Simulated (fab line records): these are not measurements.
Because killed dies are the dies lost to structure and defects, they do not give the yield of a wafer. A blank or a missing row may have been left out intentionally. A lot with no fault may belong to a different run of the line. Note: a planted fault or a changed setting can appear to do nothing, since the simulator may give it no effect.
Lot-split experiment / flow n5Finfet / on a route of 1938 steps: 7 lots, 21 wafers read

## THE SPLIT ITSELF
At N5_BEOL_M0_SAQP_PECVD_97 (deposits SiNx from SiH4/NH3/N2, target thk 23 nm, time 19.9 s), the setting timeS was moved away from the recipe's 19.9 s on 8 of the 21 wafers read, by -6.9% to +14.3%. All remaining wafers had this setting at the recipe value.

## FROM THE SPLIT TO THE READING: what the file shows between them, 3 steps
- N5_BEOL_M0_SAQP_PECVD_04: deposits a-Si from SiH4/He, target thk 60 nm, time 60.2 s
- N5_BEOL_M0_SAQP_HM_OPEN_112: chemistry CHF3/O2, target SiO2, stops on a-Si, target depth 12 nm, time 13.5 s
- N5_BEOL_M0_SAQP_STRIP_113: strips in CHF3/O2

## THE READING
SiNx_of_BEOL_M0_SAQP_PECVD_97.thkNm (the simulator's own value, which no gauge read), in nm, at N5_BEOL_M0_SAQP_MANDREL_ETCH_20 (etches a-Si in HBr/Cl2, stops on SiNx, target depth 60 nm, bt time 10 s, time 30 s). No usual value for it is given in the file. Here, 13 wafers ran the recipe; their average is 18.3 nm with a standard deviation of 0.34 nm.

wafer=L078.3; tool, chamber at the split=pecvd-03, 1; timeS as run, s=18.53; against the recipe=-6.9%; SiNx_of_BEOL_M0_SAQP_PECVD_97.thkNm, nm=16.6; against lot-mates on the recipe=-2.0
wafer=L078.4; tool, chamber at the split=pecvd-03, 0; timeS as run, s=18.53; against the recipe=-6.9%; SiNx_of_BEOL_M0_SAQP_PECVD_97.thkNm, nm=16.4; against lot-mates on the recipe=-2.2
wafer=L078.6; tool, chamber at the split=pecvd-03, 2; timeS as run, s=19.9; against the recipe=recipe; SiNx_of_BEOL_M0_SAQP_PECVD_97.thkNm, nm=18.6; against lot-mates on the recipe=-
wafer=L085.2; tool, chamber at the split=pecvd-02, 2; timeS as run, s=19.9; against the recipe=recipe; SiNx_of_BEOL_M0_SAQP_PECVD_97.thkNm, nm=18.4; against lot-mates on the recipe=-
wafer=L085.3; tool, chamber at the split=pecvd-02, 1; timeS as run, s=19.9; against the recipe=recipe; SiNx_of_BEOL_M0_SAQP_PECVD_97.thkNm, nm=18.8; against lot-mates on the recipe=-
wafer=L085.5; tool, chamber at the split=pecvd-02, 1; timeS as run, s=21.15; against the recipe=+6.3%; SiNx_of_BEOL_M0_SAQP_PECVD_97.thkNm, nm=20.6; against lot-mates on the recipe=+2.0
wafer=L084.1; tool, chamber at the split=pecvd-03, 1,2; timeS as run, s=19.9; against the recipe=recipe; SiNx_of_BEOL_M0_SAQP_PECVD_97.thkNm, nm=18.2; against lot-mates on the recipe=-
wafer=L084.3; tool, chamber at the split=pecvd-03, 1,2; timeS as run, s=19.9; against the recipe=recipe; SiNx_of_BEOL_M0_SAQP_PECVD_97.thkNm, nm=18.2; against lot-mates on the recipe=-
wafer=L084.5; tool, chamber at the split=pecvd-03, 0; timeS as run, s=19.9; against the recipe=recipe; SiNx_of_BEOL_M0_SAQP_PECVD_97.thkNm, nm=18.4; against lot-mates on the recipe=-
wafer=L087.1; tool, chamber at the split=pecvd-02, 1; timeS as run, s=19.9; against the recipe=recipe; SiNx_of_BEOL_M0_SAQP_PECVD_97.thkNm, nm=18.4; against lot-mates on the recipe=-
wafer=L087.2; tool, chamber at the split=pecvd-02, 0; timeS as run, s=19.9; against the recipe=recipe; SiNx_of_BEOL_M0_SAQP_PECVD_97.thkNm, nm=17.6; against lot-mates on the recipe=-
wafer=L087.6; tool, chamber at the split=pecvd-02, 2; timeS as run, s=19.9; against the recipe=recipe; SiNx_of_BEOL_M0_SAQP_PECVD_97.thkNm, nm=18; against lot-mates on the recipe=-
wafer=L091.1; tool, chamber at the split=pecvd-02, 1; timeS as run, s=19.9; against the recipe=recipe; SiNx_of_BEOL_M0_SAQP_PECVD_97.thkNm, nm=18.2; against lot-mates on the recipe=-
wafer=L091.3; tool, chamber at the split=pecvd-02, 0,1; timeS as run, s=21.86; against the recipe=+9.8%; SiNx_of_BEOL_M0_SAQP_PECVD_97.thkNm, nm=21; against lot-mates on the recipe=+2.8
wafer=L091.5; tool, chamber at the split=pecvd-02, 0,1; timeS as run, s=21.86; against the recipe=+9.8%; SiNx_of_BEOL_M0_SAQP_PECVD_97.thkNm, nm=21; against lot-mates on the recipe=+2.8
wafer=L096.1; tool, chamber at the split=pecvd-04, 2; timeS as run, s=21.68; against the recipe=+8.9%; SiNx_of_BEOL_M0_SAQP_PECVD_97.thkNm, nm=20.6; against lot-mates on the recipe=+2.0
wafer=L096.4; tool, chamber at the split=pecvd-04, 1; timeS as run, s=19.9; against the recipe=recipe; SiNx_of_BEOL_M0_SAQP_PECVD_97.thkNm, nm=18.2; against lot-mates on the recipe=-
wafer=L096.5; tool, chamber at the split=pecvd-04, 2; timeS as run, s=19.9; against the recipe=recipe; SiNx_of_BEOL_M0_SAQP_PECVD_97.thkNm, nm=19; against lot-mates on the recipe=-
wafer=L097.1; tool, chamber at the split=pecvd-04, 0; timeS as run, s=22.74; against the recipe=+14.3%; SiNx_of_BEOL_M0_SAQP_PECVD_97.thkNm, nm=21.2; against lot-mates on the recipe=+2.8
wafer=L097.2; tool, chamber at the split=pecvd-04, 1; timeS as run, s=22.74; against the recipe=+14.3%; SiNx_of_BEOL_M0_SAQP_PECVD_97.thkNm, nm=21; against lot-mates on the recipe=+2.6
wafer=L097.4; tool, chamber at the split=pecvd-04, 2; timeS as run, s=19.9; against the recipe=recipe; SiNx_of_BEOL_M0_SAQP_PECVD_97.thkNm, nm=18.4; against lot-mates on the recipe=-
Rows listing several chambers each stand for several wafers; the file does not say which wafer went through which chamber.

THE FIT
A straight line over all 21 wafers: SiNx_of_BEOL_M0_SAQP_PECVD_97.thkNm changes by +0.234 nm for each +1% of timeS; r = +0.96; the points scatter about the line by 0.41 nm.
The same after taking each lot's own level away (the mean of its wafers on the recipe; 21 wafers): +0.238 nm for each +1%; r = +0.97; scatter 0.39 nm.
The reading moves by 3.4 nm for the largest change in timeS, on that fit.
Measured against the standard deviation above, the lots' own levels, which go from 18.00 to 18.60 nm, span 1.8 times it.
So the lot-to-lot level changes the slope little: the two slopes agree.
Check: +3.53 nm against its lot-mates is what the line predicts for one of the wafers moved furthest among these (+14.3%) when that wafer is left out of the fit. Against them it came out at +2.8 nm.

## OTHER SPLITS ON THESE WAFERS
These wafers also went through other splits before the reading. Each is held against what the fit with the lots' levels taken away leaves over:
other split on the same wafers=N5_HKMG_FIN_PEB_47 pebTimeS; wafers away from the commonest value=7; r with SiNx_of_BEOL_M0_SAQP_PECVD_97.thkNm (lot level and that fit taken away)=-0.05
other split on the same wafers=N5_GATE_CUT_ETCH_58 timeS; wafers away from the commonest value=7; r with SiNx_of_BEOL_M0_SAQP_PECVD_97.thkNm (lot level and that fit taken away)=+0.05
other split on the same wafers=N5_GATE_CUT_COAT_27 spinRpm; wafers away from the commonest value=10; r with SiNx_of_BEOL_M0_SAQP_PECVD_97.thkNm (lot level and that fit taken away)=-0.26
other split on the same wafers=N5_MOL_CONTACT_COAG_COAT_76 spinRpm; wafers away from the commonest value=6; r with SiNx_of_BEOL_M0_SAQP_PECVD_97.thkNm (lot level and that fit taken away)=-0.24
other split on the same wafers=N5_MOL_CONTACT_COAG_COAT_63 spinRpm; wafers away from the commonest value=8; r with SiNx_of_BEOL_M0_SAQP_PECVD_97.thkNm (lot level and that fit taken away)=-0.08

## THE WHOLE CHAIN: every reading that the file lists as answering this split, in the file's order
step=N5_BEOL_M0_SAQP_PECVD_97; what it does=deposits SiNx from SiH4/NH3/N2, target thk 23 nm, time 19.9 s; reading=SiNx_of_BEOL_M0_SAQP_PECVD_97.thkNm (the simulator's own value, which no gauge read); change (the file's fit)=+0.232 nm for each +1% of the setting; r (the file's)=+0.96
step=N5_BEOL_M0_SAQP_MANDREL_ETCH_20; what it does=etches a-Si in HBr/Cl2, stops on SiNx, target depth 60 nm, bt time 10 s, time 30 s; reading=SiNx_of_BEOL_M0_SAQP_PECVD_97.thkNm (the simulator's own value, which no gauge read); change (the file's fit)=+0.237 nm for each +1% of the setting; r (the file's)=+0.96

## THE FILE'S OWN FIT
SiNx_of_BEOL_M0_SAQP_PECVD_97.thkNm changes by +0.237 nm for each +1% of timeS, r = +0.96.
